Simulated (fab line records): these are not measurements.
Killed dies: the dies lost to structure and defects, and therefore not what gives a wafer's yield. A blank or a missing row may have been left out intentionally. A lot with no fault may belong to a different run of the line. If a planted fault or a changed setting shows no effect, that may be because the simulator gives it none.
fab line records || flow n5-finfet
record: {"lots": 5, "wafers": 12, "last-day": 18}
route steps=1938 shown SD_EPI_N@290 SD_EPI_P@295
lots untouched by any fault: they come from a run of this same line in which no faults occurred
start-h: hours from the record's opening day to when the first of the lot's shown wafers began || wait-h: time in hours since the lot's previous step || " identical to the entry in the row above || L1.1+2: a row that stands for several wafers || - either no value or no given start || * or withheld: withheld || < > ~ a bound
route shown NAME@n: a module of which the file shows steps, and the number in the route of the first || usual: mean and standard deviation over wafers with no fault || same: alike in all rows || chamber/n: place in a boat || sites: per-site readings || _std_site: the values' standard deviation || _edge_site: mean of outer sites minus mean of inner sites || radius-mm: for every site, how far away it sits from the centre of the wafer || mask NAME#n: copy n || behind: the last tool/chamber to shape the wafer || hold: cause of the lot's hold/its duration in hours/its outcome || device: the transistor (n, p or np) that didn't switch || end of line: the route-end tests of the same wafers || where a step has no rows: the recipe by itself || killed: at the first sort, the dies lost to defects and structure; wafer yield is something else || map: shows each die of a wafer: x if killed, . if not, _ if none is there
set.NAME: the setting that was run; set.NAME@STEP: the one run at that earlier step || model.NAME: the simulator's own value behind a step, which no gauge read
lots seen at some steps along the route; tables by step, rows by wafer
services: a tool's chamber out of use, with start hour (start-h, from the record's first day; less than 0 if before it), hours out, and reason
== steps ==
step: N5_SD_EPI_N_PRECLEAN_24
recipe: {"chemistry": "O3/DIW", "time-s": 60, "temp-c": 22, "o3-ppm": 10}
step: N5_SD_EPI_N_SRD_25
recipe: {"time-s": 30, "temp-c": 23, "rinse-liquid": "diw", "dry": "ipa-marangoni"}
step: N5_SD_EPI_N_PRECLEAN_49
recipe: {"chemistry": "NF3:NH3", "afs-cycles": 1, "temp-c": 30, "time-s": 20, "sublimation-temp-c": 180, "sublimation-time-s": 60, "pressure-torr": 3, "rf-power-w": 30}
step: N5_SD_EPI_N_LINER_46
recipe: {"material": "SiNx", "target-thk-a": 30, "temp-c": 400, "ald-precursor-family": "SiH2I2", "ald-co-reactant": "N2/H2-plasma", "pressure-torr": 2}
step: N5_SD_EPI_P_COAT_34
recipe: {"resist": "SOC", "temp-c": 250, "time-s": 60, "spin-rpm": 1500, "resist-thk-nm": 350}
step: N5_SD_EPI_P_COAT_35
recipe: {"resist": "SiARC", "temp-c": 220, "time-s": 60, "spin-rpm": 1500, "resist-thk-nm": 35}
step: N5_SD_EPI_P_COAT_03
recipe: {"resist": "CAR-ArF-block", "spin-rpm": 1500, "resist-thk-nm": 150}
step: N5_SD_EPI_P_EBR_05
recipe: {"solvent": "PGMEA", "ebr-width-mm": 1.5}
step: N5_SD_EPI_P_SOFTBAKE_04
recipe: {"temp-c": 110, "time-s": 60, "resist": "CAR-ArF-block"}
step: N5_SD_EPI_P_EXPOSE_06
recipe: {"mask-id": "SD_P_BLK", "na": 1.35, "source-shape": "conventional", "sigma-outer": 0.8, "polarization": "unpolarized", "target-cd-nm": 240, "dose-mj": 39.5}
step: N5_SD_EPI_P_PEB_07
recipe: {"peb-temp-c": 110, "peb-time-s": 60, "resist": "CAR-ArF-block"}
{"lot.wafer": "L316.1+2+5", "tool": "litho-track-03", "chamber": 0, "start-h": 60.41, "wait-h": 0.1}
{"lot.wafer": "L323.1+6", "tool": "litho-track-03", "chamber": 0, "start-h": 105.56, "wait-h": 0.1}
{"lot.wafer": "L327.1+6", "tool": "litho-track-03", "chamber": 0, "start-h": 124.68, "wait-h": 0.1}
{"lot.wafer": "L328.1+5", "tool": "litho-track-03", "chamber": 0, "start-h": 132.17, "wait-h": 0.1}
{"lot.wafer": "L338.1+4+6", "tool": "litho-track-02", "chamber": 0, "start-h": 194.43, "wait-h": 0.1}
step: N5_SD_EPI_P_DEVELOP_08
recipe: {"develop-time-s": 30, "developer": "TMAH", "resist": "CAR-ArF-block", "dev-temp-c": 23, "rinse-liquid": "diw", "dry": "air-spin"}
step: N5_SD_EPI_P_CD_MEAS_09
recipe: {"target-cd-nm": 240, "landing-energy-ev": 500, "detector": "se-inlens"}
usual: {"cd-nm": "240.9/0.86"}
{"lot.wafer": "L316.1", "tool": "cd-sem-03", "chamber": 0, "start-h": 60.48, "wait-h": "-", "cd-nm": 241.9}
{"lot.wafer": "L316.2", "tool": "cd-sem-03", "chamber": 0, "start-h": 60.48, "wait-h": "-", "cd-nm": 241.4}
{"lot.wafer": "L316.5", "tool": "cd-sem-03", "chamber": 0, "start-h": 60.48, "wait-h": "-", "cd-nm": 240.9}
{"lot.wafer": "L323.1", "tool": "cd-sem-03", "chamber": 0, "start-h": 105.63, "wait-h": "-", "cd-nm": 240.9}
{"lot.wafer": "L323.6", "tool": "cd-sem-03", "chamber": 0, "start-h": 105.63, "wait-h": "-", "cd-nm": 247.1}
{"lot.wafer": "L327.1", "tool": "cd-sem-01", "chamber": 0, "start-h": 124.74, "wait-h": "-", "cd-nm": 240.5}
{"lot.wafer": "L327.6", "tool": "cd-sem-01", "chamber": 0, "start-h": 124.74, "wait-h": "-", "cd-nm": 247.7}
{"lot.wafer": "L328.1", "tool": "cd-sem-01", "chamber": 0, "start-h": 132.24, "wait-h": "-", "cd-nm": 240.7}
{"lot.wafer": "L328.5", "tool": "cd-sem-01", "chamber": 0, "start-h": 132.24, "wait-h": "-", "cd-nm": 246.7}
{"lot.wafer": "L338.1", "tool": "cd-sem-03", "chamber": 0, "start-h": 194.49, "wait-h": "-", "cd-nm": 240.3}
{"lot.wafer": "L338.4", "tool": "cd-sem-03", "chamber": 0, "start-h": 194.49, "wait-h": "-", "cd-nm": 239.9}
{"lot.wafer": "L338.6", "tool": "cd-sem-03", "chamber": 0, "start-h": 194.49, "wait-h": "-", "cd-nm": 240.1}
step: N5_SD_EPI_P_DESCUM_14
recipe: {"chemistry": "O2", "time-s": 7.9, "source-power-w": 50, "bias-power-w": 20, "pressure-mtorr": 20, "rf-frequency-hz": 2.712e+07, "temp-c": 40, "resist": "CAR-ArF-block", "o2-flow-sccm": 225}
usual: {"drypump-motor-current-A": "5.71/0.28", "oes-product-au": "0.78/0.081", "rf-vpp-V": "242.5/1.3", "showerhead-plenum-p-Torr": "2.05/0.058", "throttle-valve-pct": "20.46/0.23"}
{"lot.wafer": "L316.1", "tool": "rie-diel-05", "chamber": 1, "start-h": 60.57, "wait-h": 0.0, "drypump-motor-current-A": 5.79, "oes-product-au": 0.77, "rf-hours-counter-h": 123, "rf-vpp-V": 245.4, "showerhead-plenum-p-Torr": 2.19, "throttle-valve-pct": 20.37, "model.SD_EPI_P.cd-nm": 241.6}
{"lot.wafer": "L316.2", "tool": "rie-diel-05", "chamber": 0, "start-h": 60.57, "wait-h": 0.0, "drypump-motor-current-A": 5.51, "oes-product-au": 0.66, "rf-hours-counter-h": 243, "rf-vpp-V": 242.6, "showerhead-plenum-p-Torr": 2.12, "throttle-valve-pct": 20.87, "model.SD_EPI_P.cd-nm": 241.2}
{"lot.wafer": "L316.5", "tool": "rie-diel-05", "chamber": 3, "start-h": 60.57, "wait-h": 0.0, "drypump-motor-current-A": 5.93, "oes-product-au": 0.88, "rf-hours-counter-h": "-", "rf-vpp-V": 245.0, "showerhead-plenum-p-Torr": 2.14, "throttle-valve-pct": 20.57, "model.SD_EPI_P.cd-nm": 241}
{"lot.wafer": "L323.1", "tool": "rie-diel-03", "chamber": 0, "start-h": 105.72, "wait-h": 0.0, "drypump-motor-current-A": 6.41, "oes-product-au": 0.67, "rf-hours-counter-h": 247, "rf-vpp-V": 241.7, "showerhead-plenum-p-Torr": 2.07, "throttle-valve-pct": 20.73, "model.SD_EPI_P.cd-nm": 241.2}
{"lot.wafer": "L323.6", "tool": "rie-diel-03", "chamber": 1, "start-h": 105.72, "wait-h": 0.0, "drypump-motor-current-A": 5.93, "oes-product-au": 0.78, "rf-hours-counter-h": "-", "rf-vpp-V": 244.4, "showerhead-plenum-p-Torr": 2.09, "throttle-valve-pct": 20.22, "model.SD_EPI_P.cd-nm": 246.8}
{"lot.wafer": "L327.1", "tool": "rie-diel-03", "chamber": 3, "start-h": 124.83, "wait-h": 0.0, "drypump-motor-current-A": 5.69, "oes-product-au": 0.77, "rf-hours-counter-h": 152, "rf-vpp-V": 243.0, "showerhead-plenum-p-Torr": 2.00, "throttle-valve-pct": 20.57, "model.SD_EPI_P.cd-nm": 240.6}
{"lot.wafer": "L327.6", "tool": "rie-diel-03", "chamber": 3, "start-h": 124.83, "wait-h": 0.0, "drypump-motor-current-A": 5.69, "oes-product-au": 0.78, "rf-hours-counter-h": "-", "rf-vpp-V": 240.2, "showerhead-plenum-p-Torr": 2.00, "throttle-valve-pct": 20.56, "model.SD_EPI_P.cd-nm": 248.2}
{"lot.wafer": "L328.1", "tool": "rie-diel-06", "chamber": 0, "start-h": 132.32, "wait-h": 0.0, "drypump-motor-current-A": 5.57, "oes-product-au": 0.89, "rf-hours-counter-h": 23, "rf-vpp-V": 242.2, "showerhead-plenum-p-Torr": 2.05, "throttle-valve-pct": 20.22, "model.SD_EPI_P.cd-nm": 241}
{"lot.wafer": "L328.5", "tool": "rie-diel-06", "chamber": 2, "start-h": 132.32, "wait-h": 0.0, "drypump-motor-current-A": 5.33, "oes-product-au": 0.69, "rf-hours-counter-h": "-", "rf-vpp-V": 240.9, "showerhead-plenum-p-Torr": 2.00, "throttle-valve-pct": 20.89, "model.SD_EPI_P.cd-nm": 247}
{"lot.wafer": "L338.1", "tool": "rie-diel-03", "chamber": 1, "start-h": 194.69, "wait-h": 0.1, "drypump-motor-current-A": 6.01, "oes-product-au": 0.76, "rf-hours-counter-h": 143, "rf-vpp-V": 242.3, "showerhead-plenum-p-Torr": 2.08, "throttle-valve-pct": 20.29, "model.SD_EPI_P.cd-nm": 240.4}
{"lot.wafer": "L338.4", "tool": "rie-diel-03", "chamber": 3, "start-h": 194.69, "wait-h": 0.1, "drypump-motor-current-A": 5.69, "oes-product-au": 0.76, "rf-hours-counter-h": 176, "rf-vpp-V": 241.9, "showerhead-plenum-p-Torr": 1.99, "throttle-valve-pct": 20.61, "model.SD_EPI_P.cd-nm": 240.2}
{"lot.wafer": "L338.6", "tool": "rie-diel-03", "chamber": 3, "start-h": 194.69, "wait-h": 0.1, "drypump-motor-current-A": 5.70, "oes-product-au": 0.76, "rf-hours-counter-h": "-", "rf-vpp-V": 242.3, "showerhead-plenum-p-Torr": 1.99, "throttle-valve-pct": 20.60, "model.SD_EPI_P.cd-nm": 240.6}
step: N5_SD_EPI_P_ETCH_36
recipe: {"chemistry": "CF4", "target": "SiARC", "target-depth-a": 455, "mask-material": "CAR-ArF-block", "time-s": 75.8, "ion-energy-ev": 80, "pressure-mtorr": 40, "source-w": 545, "bias-w": 36, "Ar_flow_sccm": 100, "cf4-flow-sccm": 100, "ends": "cleared"}
step: N5_SD_EPI_P_ETCH_37
recipe: {"chemistry": "N2/H2", "target": "SOC", "overetch-a": 1080, "mask-material": "SiARC", "temp-c": 40, "ion-energy-ev": 100, "source-w": 3000, "bias-w": 133, "pressure-mtorr": 20, "time-s": 486, "n2-flow-sccm": 200, "h2-flow-sccm": 200, "ends": "end-point"}
step: N5_SD_EPI_P_STRIP_38
recipe: {"chemistry": "N2/H2", "temp-c": 40, "n2-flow-sccm": 200, "h2-flow-sccm": 200, "rf-frequency-hz": 6e+07}
step: N5_SD_EPI_P_ETCHBACK_46
recipe: {"chemistry": "CH3F/O2", "mode": "anisotropic-etchback", "target": "SiNx", "target-depth-a": 175, "stop-on": "SiO2", "over-etch-frac": 0.3, "ion-energy-ev": 120, "pressure-mtorr": 30, "source-w": 395, "bias-w": 73, "Ar_flow_sccm": 150, "CH3F_flow_sccm": 30, "O2_flow_sccm": 20}
step: N5_SD_EPI_P_ETCH_47
recipe: {"chemistry": "CH3F/O2", "target": "SiOCN", "target-depth-a": 250, "mask-material": "SOC", "ion-energy-ev": 60, "bias-w": 29, "pressure-mtorr": 30, "source-w": 410, "Ar_flow_sccm": 150, "CH3F_flow_sccm": 30, "O2_flow_sccm": 20}
step: N5_SD_EPI_P_ETCH_16
recipe: {"chemistry": "CHF3/O2", "target": "SiO2", "target-depth-a": 50, "mask-material": "SOC", "pressure-mtorr": 30, "source-w": 650, "bias-w": 170, "Ar_flow_sccm": 200, "CHF3_flow_sccm": 50, "O2_flow_sccm": 5, "ion-energy-ev": 200}
step: N5_SD_EPI_P_STRIP_50
recipe: {"chemistry": "CHF3/O2", "resist": "SiARC", "rf-frequency-hz": 6e+07}
step: N5_SD_EPI_P_SD_RECESS_17
recipe: {"chemistry": "HBr/Cl2/O2", "target-depth-a": 391, "bt-time-s": 3, "pressure-mtorr": 10, "icp-w": 800, "bias-w": 112, "HBr_flow_sccm": 150, "Cl2_flow_sccm": 80, "O2_flow_sccm": 12}
usual: {"drypump-motor-current-A": "5.34/0.26", "oes-product-au": "0.994/0.012", "throttle-valve-pct": "37.2/0.46"}
{"lot.wafer": "L316.1", "tool": "rie-si-03", "chamber": 2, "start-h": 61.26, "wait-h": 0.0, "drypump-motor-current-A": 5.24, "oes-product-au": 1.007, "rf-hours-counter-h": 93, "throttle-valve-pct": 37.3, "model.SD_EPI_P.cd-nm": 243.4}
{"lot.wafer": "L316.2", "tool": "rie-si-03", "chamber": 3, "start-h": 61.26, "wait-h": 0.0, "drypump-motor-current-A": 4.95, "oes-product-au": 1.001, "rf-hours-counter-h": 62, "throttle-valve-pct": 37.1, "model.SD_EPI_P.cd-nm": 243}
{"lot.wafer": "L316.5", "tool": "rie-si-03", "chamber": 2, "start-h": 61.26, "wait-h": 0.0, "drypump-motor-current-A": 5.25, "oes-product-au": 0.998, "rf-hours-counter-h": "-", "throttle-valve-pct": 37.3, "model.SD_EPI_P.cd-nm": 241}
{"lot.wafer": "L323.1", "tool": "rie-si-03", "chamber": 2, "start-h": 106.40, "wait-h": 0.0, "drypump-motor-current-A": 5.24, "oes-product-au": 0.994, "rf-hours-counter-h": 94, "throttle-valve-pct": 37.3, "model.SD_EPI_P.cd-nm": 241.4}
{"lot.wafer": "L323.6", "tool": "rie-si-03", "chamber": 3, "start-h": 106.40, "wait-h": 0.0, "drypump-motor-current-A": 4.95, "oes-product-au": 0.997, "rf-hours-counter-h": "-", "throttle-valve-pct": 37.0, "model.SD_EPI_P.cd-nm": 249.6}
{"lot.wafer": "L327.1", "tool": "rie-si-01", "chamber": 2, "start-h": 125.52, "wait-h": 0.0, "drypump-motor-current-A": 5.35, "oes-product-au": 0.996, "rf-hours-counter-h": 155, "throttle-valve-pct": 38.1, "model.SD_EPI_P.cd-nm": 238.4}
{"lot.wafer": "L327.6", "tool": "rie-si-01", "chamber": 0, "start-h": 125.52, "wait-h": 0.0, "drypump-motor-current-A": 5.53, "oes-product-au": 1.015, "rf-hours-counter-h": "-", "throttle-valve-pct": 37.3, "model.SD_EPI_P.cd-nm": 245.8}
{"lot.wafer": "L328.1", "tool": "rie-si-01", "chamber": 1, "start-h": 133.01, "wait-h": 0.0, "drypump-motor-current-A": 4.85, "oes-product-au": 0.990, "rf-hours-counter-h": 85, "throttle-valve-pct": 37.8, "model.SD_EPI_P.cd-nm": 242.4}
{"lot.wafer": "L328.5", "tool": "rie-si-01", "chamber": 1, "start-h": 133.01, "wait-h": 0.0, "drypump-motor-current-A": 4.85, "oes-product-au": 0.986, "rf-hours-counter-h": "-", "throttle-valve-pct": 37.8, "model.SD_EPI_P.cd-nm": 248}
{"lot.wafer": "L338.1", "tool": "rie-si-05", "chamber": 1, "start-h": 195.38, "wait-h": 0.0, "drypump-motor-current-A": 5.57, "oes-product-au": 0.986, "rf-hours-counter-h": 182, "throttle-valve-pct": 36.6, "model.SD_EPI_P.cd-nm": 241.6}
{"lot.wafer": "L338.4", "tool": "rie-si-05", "chamber": 3, "start-h": 195.38, "wait-h": 0.0, "drypump-motor-current-A": 5.70, "oes-product-au": 0.998, "rf-hours-counter-h": 7, "throttle-valve-pct": 37.3, "model.SD_EPI_P.cd-nm": 238.6}
{"lot.wafer": "L338.6", "tool": "rie-si-05", "chamber": 2, "start-h": 195.38, "wait-h": 0.0, "drypump-motor-current-A": 5.47, "oes-product-au": 0.975, "rf-hours-counter-h": "-", "throttle-valve-pct": 37.3, "model.SD_EPI_P.cd-nm": 237.8}
step: N5_SD_EPI_P_WET_ETCH_45
recipe: {"chemistry": "dHF", "dilution": "withheld", "time-s": 10.7, "target": "SiO2", "target-depth-a": 20, "temp-c": 25, "dry": "ipa-marangoni", "rinse-time-s": 30, "rinse-temp-c": 23}
== services ==
{"tool": "rie-diel-06", "chamber": 2, "start-h": 42.27, "hours": 12.2, "kind": "repair"}
{"tool": "rie-si-05", "chamber": 2, "start-h": 47.64, "hours": 4.9, "kind": "repair"}
{"tool": "rie-si-01", "chamber": 2, "start-h": 52.77, "hours": 12.3, "kind": "repair"}
{"tool": "rie-si-03", "chamber": 0, "start-h": 62.68, "hours": 2.8, "kind": "repair"}
{"tool": "rie-diel-05", "chamber": 2, "start-h": 75.18, "hours": 5.8, "kind": "repair"}
{"tool": "rie-diel-05", "chamber": 0, "start-h": 87.02, "hours": 11.6, "kind": "repair"}
{"tool": "rie-diel-06", "chamber": "-", "start-h": 90.88, "hours": 0.7, "kind": "repair"}
{"tool": "rie-diel-05", "chamber": 0, "start-h": 98.68, "hours": "-", "kind": "clean"}
{"tool": "rie-diel-05", "chamber": 0, "start-h": 98.68, "hours": "-", "kind": "consumable-replace:focus-ring"}
{"tool": "rie-diel-05", "chamber": 0, "start-h": 98.68, "hours": 32.0, "kind": "scheduled-down"}
{"tool": "rie-diel-05", "chamber": 0, "start-h": 98.68, "hours": 32.0, "kind": "vent-cycle"}
{"tool": "rie-diel-03", "chamber": 0, "start-h": 116.90, "hours": "-", "kind": "clean"}
{"tool": "rie-diel-03", "chamber": 0, "start-h": 116.90, "hours": "-", "kind": "consumable-replace:esc"}
{"tool": "rie-diel-03", "chamber": 0, "start-h": 116.90, "hours": "-", "kind": "consumable-replace:focus-ring"}
{"tool": "rie-diel-03", "chamber": 0, "start-h": 116.90, "hours": 35.8, "kind": "scheduled-down"}
{"tool": "rie-diel-03", "chamber": 0, "start-h": 116.90, "hours": 35.8, "kind": "vent-cycle"}
{"tool": "rie-si-01", "chamber": "-", "start-h": 117.01, "hours": 2.8, "kind": "pm"}
{"tool": "litho-track-03", "chamber": "-", "start-h": 125.64, "hours": "-", "kind": "consumable-replace:filter"}
{"tool": "rie-si-01", "chamber": 3, "start-h": 149.30, "hours": "-", "kind": "clean"}
{"tool": "rie-si-01", "chamber": 3, "start-h": 149.30, "hours": 16.9, "kind": "scheduled-down"}
{"tool": "rie-si-01", "chamber": 3, "start-h": 149.30, "hours": 16.9, "kind": "vent-cycle"}
{"tool": "rie-diel-03", "chamber": 1, "start-h": 154.43, "hours": 5.8, "kind": "repair"}
{"tool": "rie-diel-06", "chamber": 3, "start-h": 165.87, "hours": 11.5, "kind": "repair"}
{"tool": "rie-diel-06", "chamber": 2, "start-h": 182.28, "hours": 6.3, "kind": "repair"}
== key ==
first-sign: {"step": "N5_SD_EPI_P_CD_MEAS_09", "reading": "cd-nm", "direction": "up", "sigmas": 7.3, "usual": 240.9, "struck": 247.2}
effect none on later readings
model-effect: {"step": "N5_SD_EPI_P_DESCUM_14", "value": "SD_EPI_P.cd-nm", "without": 241.2, "struck": 247.3}
model-effect: {"step": "N5_SD_EPI_P_SD_RECESS_17", "value": "SD_EPI_P.cd-nm", "without": 241.7, "struck": 247.8}
met-at N5_SD_EPI_P_PEB_07
struck-wafers L323.6,L327.6,L328.5
tester-left-out L323,L327,L328
onset-between 60.41 105.56
fault: {"kind": "process-parameter-drift", "tool": "litho-track-03", "chamber": "-", "onset-h": 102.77, "steps": "N5_SD_EPI_P_PEB_07", "channel": "peb-time-s", "offset": "*", "shape": "step", "end-h": 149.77, "scope": "struck-wafers-only", "acts-in": "*", "stated": "*"}
tester-left-out: of these lots the tester's yield and bins aren't shown, on N5 and GAA mostly nor the transistor test; their killed dies are dies lost to structure and defects alone, not to doping, threshold or leakage, so they don't give the yield
